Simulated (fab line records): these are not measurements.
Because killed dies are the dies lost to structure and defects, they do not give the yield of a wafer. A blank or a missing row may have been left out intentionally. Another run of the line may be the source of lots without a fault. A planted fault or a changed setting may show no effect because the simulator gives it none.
fab line records	flow nand_harc
[record] lots = 12	wafers = 35	last_day = 33
route steps=1302 shown A_CONTACT@1063
lots that met no fault: taken from a fault-free run of the same line
start_h: hours from the record's opening day to when the first of the lot's shown wafers began	wait_h: hours since the lot's step before	" same as the row above	L1.1+2: one row covering several wafers at once	- no value present, or no start provided	* or withheld: withheld	< > ~ a bound
route shown NAME@n: NAME is a module with steps in the file, n the number in the route of the first one	usual: mean/standard deviation taken from wafers without a fault	same: alike in all rows	chamber/n: place in a boat	sites: per-site readings	_std_site: their standard deviation	_edge_site: inner sites' mean taken away from outer sites' mean	radius_mm: how far each site lies from the wafer's centre	mask NAME#n: copy n	behind: the tool/chamber that last shaped the wafer	hold: what put the lot on hold/how long, in hours/how the hold closed	device: the n, p or np transistor that did not switch	end of line: the tests these same wafers got at the end of their route	for a step that has no rows: nothing shown but its recipe	killed: at the first sort, the dies lost to defects and structure; wafer yield is something else	map: the dies of a wafer, with x for killed, . for not killed, _ for no die there
set.NAME: the setting as run; set.NAME@STEP: as run at that earlier step	model.NAME: the simulator's own value behind a step, which no gauge read
the route's steps for a sample of lots (tables are steps, rows are wafers)
services: from which hour (start_h, from the record's first day; less than 0 if before it) a tool's chamber was out of use, for how many hours, and why
[[steps]]
[step NHARC_A_CONTACT_ETCH_106]
[recipe] target_depth_a = 900	overetch_a = 90	time_s = 49.5	ion_energy_ev = 100	cf4_flow_sccm = 80	o2_flow_sccm = 20	ar_flow_sccm = 0	rf_w = 300	bias_w = 100	chemistry = CF4/O2
[usual] drypump_motor_current_A = 5.9/0.36	oes_product_au = 0.999/0.0068	rf_vpp_V = 198.0/1.5	showerhead_plenum_p_Torr = 1.34/0.069	throttle_valve_pct = 13.398/0.0086
lot.wafer	tool	chamber	start_h	wait_h	drypump_motor_current_A	oes_product_au	rf_hours_counter_h	rf_vpp_V	showerhead_plenum_p_Torr	throttle_valve_pct
L109.3	rie_diel-07	2	519.74	0.1	5.4	0.989	12	195.8	1.26	13.399
L109.5	"	2	"	"	5.4	1.000	-	196.7	1.26	13.407
L109.6	"	3	"	"	5.5	1.010	-	198.0	1.32	13.387
L110.2	rie_diel-09	3	520.83	0.1	5.7	1.000	3	197.2	1.24	13.410
L110.3	"	0	"	"	6.3	0.996	2	195.4	1.27	13.404
L110.4	"	1	"	"	5.6	1.006	2	196.8	1.40	13.404
L112.3	rie_diel-07	3	547.90	0.1	5.4	1.011	24	197.2	1.32	13.399
L112.2	"	0	"	"	5.5	1.004	24	199.8	1.44	13.398
L112.6	"	2	"	"	5.4	1.004	-	196.0	1.26	13.402
L113.2	rie_diel-04	1	571.86	0.0	5.7	1.002	8	200.6	1.43	13.395
L113.1	"	3	"	"	6.3	0.995	9	197.2	1.31	13.398
L113.6	"	2	"	"	5.7	0.999	-	196.8	1.33	13.404
L116.2	rie_diel-07	2	585.80	0.0	5.4	1.001	28	196.2	1.26	13.409
L116.6	"	3	"	"	5.5	0.992	-	197.8	1.32	13.393
L122.4	rie_diel-09	0	657.86	0.1	6.4	0.993	25	196.3	1.26	13.404
L122.3	"	2	"	"	6.3	1.004	27	198.3	1.35	13.408
L122.6	"	0	"	"	6.4	0.987	-	197.0	1.26	13.396
L124.4	rie_diel-09	1	667.35	0.1	5.6	0.998	30	199.3	1.40	13.403
L124.1	"	3	"	"	5.7	1.002	29	195.9	1.23	13.402
L124.6	"	1	"	"	5.6	1.007	-	198.2	1.40	13.401
L125.3	rie_diel-09	1	668.38	0.1	5.6	1.009	30	199.2	1.40	13.389
L125.2	"	3	"	"	5.7	1.008	29	195.9	1.23	13.407
L125.5	"	2	"	"	6.3	1.009	-	199.1	1.35	13.399
L126.3	rie_diel-09	1	693.45	0.1	5.6	0.991	2	199.4	1.40	13.398
L126.4	"	3	"	"	5.7	0.998	2	199.1	1.45	13.382
L126.5	"	1	"	"	5.6	0.992	-	198.9	1.40	13.391
L127.1	rie_diel-09	0	700.21	0.1	6.4	0.994	3	197.7	1.26	13.397
L127.3	"	1	"	"	5.6	1.003	3	199.1	1.40	13.399
L127.2	"	3	"	"	5.7	0.994	4	200.1	1.45	13.394
L129.3	rie_diel-09	0	723.47	0.1	6.4	1.000	6	196.0	1.26	13.411
L129.5	"	0	"	"	6.4	0.993	-	196.4	1.26	13.406
L129.6	"	1	"	"	5.6	0.994	-	200.2	1.40	13.392
L130.2	rie_diel-09	2	742.64	0.1	6.3	0.992	12	197.8	1.35	13.408
L130.3	"	0	"	"	6.4	0.987	11	196.7	1.26	13.381
L130.6	"	1	"	"	5.6	0.995	-	198.3	1.39	13.398
[step NHARC_A_CONTACT_STRIP_82]
[recipe] o2_flow_sccm = 500	ar_flow_sccm = 0	bias_w = 0	chemistry = O2
[usual] drypump_motor_current_A = 5.9/0.37	oes_product_au = 0.998/0.0068	rf_vpp_V = 57.7/0.84	showerhead_plenum_p_Torr = 3.54/0.18	throttle_valve_pct = 17.037/0.0091
lot.wafer	tool	chamber	start_h	wait_h	drypump_motor_current_A	oes_product_au	rf_hours_counter_h	rf_vpp_V	showerhead_plenum_p_Torr	throttle_valve_pct
L109.3	rie_diel-07	1	-	-	5.7	0.999	13	58.4	3.42	17.040
L109.5	"	1	"	"	5.7	1.000	-	58.4	3.42	17.054
L109.6	"	2	"	"	5.4	0.991	-	57.1	3.34	17.043
L110.4	rie_diel-09	2	-	-	6.3	0.999	2	57.6	3.58	17.026
L110.3	"	3	"	"	5.7	0.997	3	57.0	3.28	17.045
L110.2	"	0	"	"	6.4	1.001	2	58.0	3.35	17.022
L112.2	rie_diel-07	1	-	-	5.7	1.005	23	57.7	3.41	17.025
L112.3	"	2	"	"	5.4	1.008	20	55.8	3.34	17.050
L112.6	"	1	"	"	5.7	1.002	-	56.9	3.41	17.031
L113.1	rie_diel-04	0	-	-	5.6	1.005	8	57.4	3.80	17.039
L113.2	"	1	"	"	5.7	1.001	8	57.7	3.77	17.045
L113.6	"	1	"	"	5.7	0.994	-	58.7	3.77	17.029
L116.2	rie_diel-07	0	-	-	5.4	0.997	34	58.1	3.79	17.051
L116.6	"	0	"	"	5.5	1.012	-	58.1	3.79	17.040
L122.4	rie_diel-09	0	-	-	6.4	0.989	25	57.5	3.34	17.038
L122.3	"	3	"	"	5.7	0.990	28	55.7	3.27	17.038
L122.6	"	1	"	"	5.6	1.000	-	57.4	3.68	17.040
L124.4	rie_diel-09	2	-	-	6.4	1.007	30	57.6	3.56	17.032
L124.1	"	3	"	"	5.7	1.007	29	56.8	3.27	17.028
L124.6	"	1	"	"	5.6	1.000	-	57.6	3.68	17.044
L125.2	rie_diel-09	1	-	-	5.6	1.009	30	57.6	3.68	17.027
L125.3	"	2	"	"	6.3	0.990	30	58.1	3.56	17.045
L125.5	"	2	"	"	6.3	0.995	-	58.7	3.56	17.043
L126.3	rie_diel-09	0	-	-	6.4	0.988	2	58.3	3.34	17.026
L126.4	"	2	"	"	6.3	1.003	3	58.0	3.56	17.042
L126.5	"	0	"	"	6.4	0.998	-	57.6	3.34	17.037
L127.2	rie_diel-09	1	-	-	5.6	1.004	3	59.1	3.68	17.026
L127.3	"	2	"	"	6.3	0.997	4	57.6	3.56	17.041
L127.1	"	0	"	"	6.4	0.981	3	56.8	3.34	17.049
L129.3	rie_diel-09	1	-	-	5.6	1.001	6	58.7	3.68	17.048
L129.5	"	3	"	"	5.7	1.002	-	56.8	3.80	17.033
L129.6	"	0	"	"	6.4	0.988	-	57.5	3.34	17.030
L130.3	rie_diel-09	3	-	-	5.7	0.990	13	58.3	3.80	17.058
L130.2	"	1	"	"	5.6	0.994	10	57.7	3.68	17.035
L130.6	"	2	"	"	6.3	0.998	-	57.9	3.55	17.046
[step NHARC_A_CONTACT_DESCUM_13]
[recipe] time_s = 3	o2_flow_sccm = 200	ar_flow_sccm = 0	bias_power_w = 0	chemistry = O2
[usual] drypump_motor_current_A = 5.9/0.36	oes_product_au = 0.999/0.0063	rf_vpp_V = 57.8/0.93	showerhead_plenum_p_Torr = 1.92/0.1	throttle_valve_pct = 11.312/0.0076
lot.wafer	tool	chamber	start_h	wait_h	drypump_motor_current_A	oes_product_au	rf_hours_counter_h	rf_vpp_V	showerhead_plenum_p_Torr	throttle_valve_pct
L109.3	rie_diel-09	3	527.21	0.1	5.7	1.015	4	56.9	1.77	11.326
L109.5	"	1	"	"	5.6	1.007	-	58.6	2.01	11.307
L109.6	"	2	"	"	6.3	1.013	-	57.9	1.94	11.308
L110.2	rie_diel-09	0	527.58	0.2	6.4	0.995	4	58.0	1.81	11.305
L110.3	"	1	"	"	5.6	1.014	3	59.3	2.01	11.315
L110.4	"	3	"	"	5.7	0.999	4	58.1	1.77	11.317
L112.3	rie_diel-09	0	552.44	0.1	6.4	0.999	7	57.9	1.81	11.313
L112.2	"	3	"	"	5.7	0.997	9	57.0	1.77	11.301
L112.6	"	0	"	"	6.4	0.992	-	56.8	1.81	11.321
L113.1	rie_diel-07	2	575.06	0.1	5.4	0.997	24	58.6	1.80	11.314
L113.2	"	0	"	"	5.4	0.992	30	58.5	2.07	11.306
L113.6	"	3	"	"	5.5	0.995	-	56.1	1.89	11.310
L116.2	rie_diel-04	3	589.12	0.1	6.3	0.991	15	57.7	1.87	11.303
L116.6	"	3	"	"	6.4	1.002	-	56.4	1.87	11.302
L122.3	rie_diel-09	1	662.10	0.1	5.6	1.004	28	59.3	2.00	11.313
L122.4	"	2	"	"	6.3	1.013	27	57.5	1.93	11.316
L122.6	"	0	"	"	6.4	0.995	-	57.8	1.80	11.311
L124.4	rie_diel-04	2	671.41	0.1	5.7	1.000	41	58.2	1.89	11.301
L124.1	"	0	"	"	5.6	1.007	39	57.9	2.06	11.313
L124.6	"	2	"	"	5.7	0.997	-	56.1	1.89	11.315
L125.3	rie_diel-04	0	677.36	0.1	5.6	0.987	43	58.7	2.06	11.325
L125.2	"	3	"	"	6.3	0.999	43	58.2	1.86	11.313
L125.5	"	1	"	"	5.7	1.004	-	57.9	2.04	11.300
L126.4	rie_diel-09	1	697.50	0.1	5.6	0.990	3	57.8	2.00	11.309
L126.3	"	3	"	"	5.7	0.989	3	60.1	2.08	11.316
L126.5	"	2	"	"	6.3	1.003	-	58.1	1.93	11.309
L127.2	rie_diel-09	1	703.51	0.1	5.6	1.003	4	57.7	2.00	11.302
L127.3	"	2	"	"	6.3	1.006	4	58.2	1.93	11.309
L127.1	"	3	"	"	5.7	1.004	4	57.4	2.08	11.304
L129.3	rie_diel-09	1	728.48	0.1	5.6	0.999	7	57.0	2.00	11.319
L129.5	"	3	"	"	5.6	0.992	-	57.9	2.07	11.309
L129.6	"	0	"	"	6.4	0.996	-	56.9	1.80	11.308
L130.3	rie_diel-09	2	750.09	0.1	6.3	0.996	15	58.5	1.93	11.321
L130.2	"	3	"	"	5.7	0.992	14	57.2	2.07	11.319
L130.6	"	3	"	"	5.7	0.993	-	61.3	2.07	11.301
[step NHARC_A_CONTACT_ALD_18]
[recipe] target_thk_a = 30	pulse_time_s = 1	ald_cycles = 150	temp_c = 450	material = TiN
[usual] ald_cycles = 150/0	heater_power_w = 1102/110	precursor_pulse_height_rel = 1.000/0.02
lot.wafer	tool	chamber	start_h	wait_h	ald_cycles	heater_power_w	precursor_pulse_height_rel
L109.3	ald_metal-02	1	531.50	-	150	1231	1.014
L109.6	"	1	"	"	150	1272	1.000
L109.5	"	2	"	"	150	857	1.010
L110.2	ald_metal-04	0	532.17	-	150	969	0.995
L110.3	"	1	"	"	150	1077	1.009
L110.4	"	3	"	"	150	1138	0.937
L112.3	ald_metal-02	1	556.55	-	150	1252	1.019
L112.2	"	3	"	"	150	1133	0.990
L112.6	"	2	"	"	150	885	1.005
L113.2	ald_metal-04	1	579.43	-	186	1042	1.012
L113.1	"	2	"	"	150	1158	0.946
L113.6	"	0	"	"	186	984	0.997
L116.2	ald_metal-04	2	593.31	-	186	1156	0.975
L116.6	"	3	"	"	186	1172	0.974
L122.3	ald_metal-04	0	666.32	-	150	1018	0.946
L122.4	"	2	"	"	150	1149	0.999
L122.6	"	3	"	"	150	1122	1.008
L124.1	ald_metal-01	3	675.68	-	150	1087	0.957
L124.4	"	1	"	"	150	1203	1.001
L124.6	"	3	"	"	150	1075	1.000
L125.3	ald_metal-04	0	681.67	-	150	1022	1.017
L125.2	"	2	"	"	150	1149	1.033
L125.5	"	0	"	"	150	992	0.992
L126.3	ald_metal-01	1	701.70	-	150	1192	1.028
L126.4	"	2	"	"	150	998	1.024
L126.5	"	1	"	"	150	1244	1.006
L127.2	ald_metal-02	3	708.20	-	150	1112	0.977
L127.1	"	0	"	"	150	1144	0.969
L127.3	"	1	"	"	150	1216	0.999
L129.3	ald_metal-04	0	732.78	-	150	991	1.020
L129.6	"	2	"	"	150	1147	0.985
L129.5	"	0	"	"	150	1036	1.007
L130.3	ald_metal-04	0	754.22	-	150	1003	1.032
L130.2	"	1	"	"	150	1032	1.031
L130.6	"	0	"	"	150	982	1.022
[[services]]
tool	chamber	start_h	hours	kind
rie_diel-09	-	497.44	9.0	pm
rie_diel-09	0	497.44	9.0	vent_cycle
rie_diel-09	1	497.44	9.0	vent_cycle
rie_diel-09	2	497.44	9.0	vent_cycle
rie_diel-09	3	497.44	9.0	vent_cycle
rie_diel-07	2	523.08	4.5	repair
ald_metal-01	-	526.00	10.0	pm
rie_diel-04	-	532.15	9.0	pm
rie_diel-04	1	558.39	3.9	repair
ald_metal-04	3	574.34	14.6	repair
rie_diel-07	2	603.01	4.5	repair
ald_metal-02	-	610.00	10.0	pm
rie_diel-07	2	625.11	9.1	repair
rie_diel-09	-	626.52	6.0	repair
rie_diel-09	2	648.15	3.2	repair
ald_metal-04	-	651.02	1.3	repair
rie_diel-07	-	651.12	9.0	pm
ald_metal-02	2	688.39	29.1	repair
ald_metal-01	-	704.00	10.0	pm
rie_diel-04	-	709.15	9.0	pm
rie_diel-07	2	709.44	22.5	repair
ald_metal-04	1	713.10	29.0	repair
rie_diel-07	-	717.48	1.9	repair
rie_diel-04	3	732.54	9.0	repair
[[key]]
[first_sign] step = NHARC_A_CONTACT_ALD_18	reading = ald_cycles	direction = up	sigmas = 99+	usual = 150	struck = 186
effect none on later readings
met_at NHARC_A_CONTACT_ALD_18
struck_lots L113,L116
struck_wafers L113.2,L113.6,L116.2,L116.6
tester_left_out L113,L116
not_acting_at NHARC_A_CONTACT_ETCH_106,NHARC_A_CONTACT_STRIP_82,NHARC_A_CONTACT_DESCUM_13
onset_between 532.17 579.43
[fault] kind = process_parameter_drift	tool = ald_metal-04	chamber = -	onset_h = 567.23	steps = NHARC_A_CONTACT_ALD_18	channel = ald_cycles	offset = 36	shape = step	end_h = 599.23	scope = struck_wafers_only	acts_in = these_recipes_only	stated = 150
// tester_left_out: of these lots the tester's yield and bins aren't shown, on N5 and GAA mostly nor the transistor test; their killed dies are dies lost to structure and defects alone, not to doping, threshold or leakage, so they don't give the yield
